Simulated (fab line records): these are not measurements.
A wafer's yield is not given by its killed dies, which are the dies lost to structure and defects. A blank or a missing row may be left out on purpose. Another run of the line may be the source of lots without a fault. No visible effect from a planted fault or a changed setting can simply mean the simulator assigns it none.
8D (eight disciplines) problem report, filled in by code || flow nand-harc || the parts of the form that need people (team, actions taken, sign-off) are left out

== 1. WHAT IS WRONG ==
Wafers without a fault read 1002 nm, standard deviation 11; thk-nm at NHARC_A_ONON_D1_THK_MEAS_30 reads a mean of 943 nm on 4 wafers belonging to 3 lots. That puts it -5.4 standard deviations away from the usual mean.
The step: measures by ellipsometry.
Earliest sighting: wafer L540.3 on film-metro-02 at day 8 19:15. At this step, 39 wafers from 13 lots have a number in the record. By rule, "out" or "out of limits" means more than 4 standard deviations away from the usual mean. Any other wafer with a number is counted as sound.

== 2. WHAT IT IS, WHAT IT ISN'T ==
{"question": "which readings at this step", "is": "thk-nm", "is not": "-"}
{"question": "which lots", "is": "L540, L542, L546", "is not": "L538, L541, L551, L552, L554, L555, L556, L557, L560, L561"}
{"question": "which wafers of those lots", "is": "L540.3, L540.6, L542.6, L546.6", "is not": "L540.1, L542.2, L542.5, L546.1, L546.2"}
{"question": "read on which gauges", "is": "film-metro-01, film-metro-02", "is not": "-"}
{"question": "when", "is": "from day 8 19:15", "is not": "up to then (7 sound wafers); but 28 sound wafers of L542, L546, L551, L552, L554, L555, L556, L557, L560, L561 came after"}

== 3. SUSPECTS, AND WHAT RULES EACH OUT ==
Counting: a tool at a process step up to the reading stays a suspect if it ran every lot that is out. Sound lots after the first of them don't rule it out here, since some wafers of a struck lot are sound.
- ruled out: the gauge at NHARC_A_ONON_D1_THK_MEAS_30. The wafers that are out were read on 2 gauges (film-metro-01, film-metro-02).
- pecvd-onon-02 at NHARC_A_ONON_D1_DEP_28 (target thk 1000 nm): kept. Ran every lot that is out, first one L540 (day 8 18:44); last sound lot up to then L541 (day 8 15:20).
After counting, what remains is pecvd-onon-02 at NHARC_A_ONON_D1_DEP_28.

== 4. THE CAUSE (what the simulator had put in) ==
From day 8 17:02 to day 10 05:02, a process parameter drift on pecvd-onon-02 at NHARC_A_ONON_D1_DEP_28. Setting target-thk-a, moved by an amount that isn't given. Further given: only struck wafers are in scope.
Counting left only this tool.

== 5. SEQUENCE OF EFFECTS, ordered by route ==
Each row: a reading whose mean over the struck wafers that have a number lies more than 3 standard deviations from the usual. Only readings for which the record gives a usual standard deviation are gone through. hours: the time from each lot's start at the first step in this table that gives one to its start at this step, as a median over the lots. sigmas: the change in usual standard deviations.
{"hours": 0, "step": "NHARC_A_ONON_D1_THK_MEAS_30", "reading": "thk-nm", "usual": "1002 nm", "on struck wafers": 943, "change": -59, "sigmas": -5.4}
{"hours": 276, "step": "NHARC_END_SORT_01", "reading": "killed-at-array", "usual": 28, "on struck wafers": 675, "change": "+647", "sigmas": "+59"}
{"hours": 276, "step": "NHARC_END_SORT_01", "reading": "killed-dies", "usual": 31, "on struck wafers": 677, "change": "+646", "sigmas": "+54"}

== 6. WHAT WOULD HAVE CAUGHT IT SOONER ==
The first out-of-limits reading at a measuring or inspecting step in this record came at day 8 19:15, 2 hours after the fault's start at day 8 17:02.
Lots out: 3; of these, L542, L546 started NHARC_A_ONON_D1_DEP_28 on pecvd-onon-02 after day 8 19:15. A hold on the tool at that time would have spared those 2.
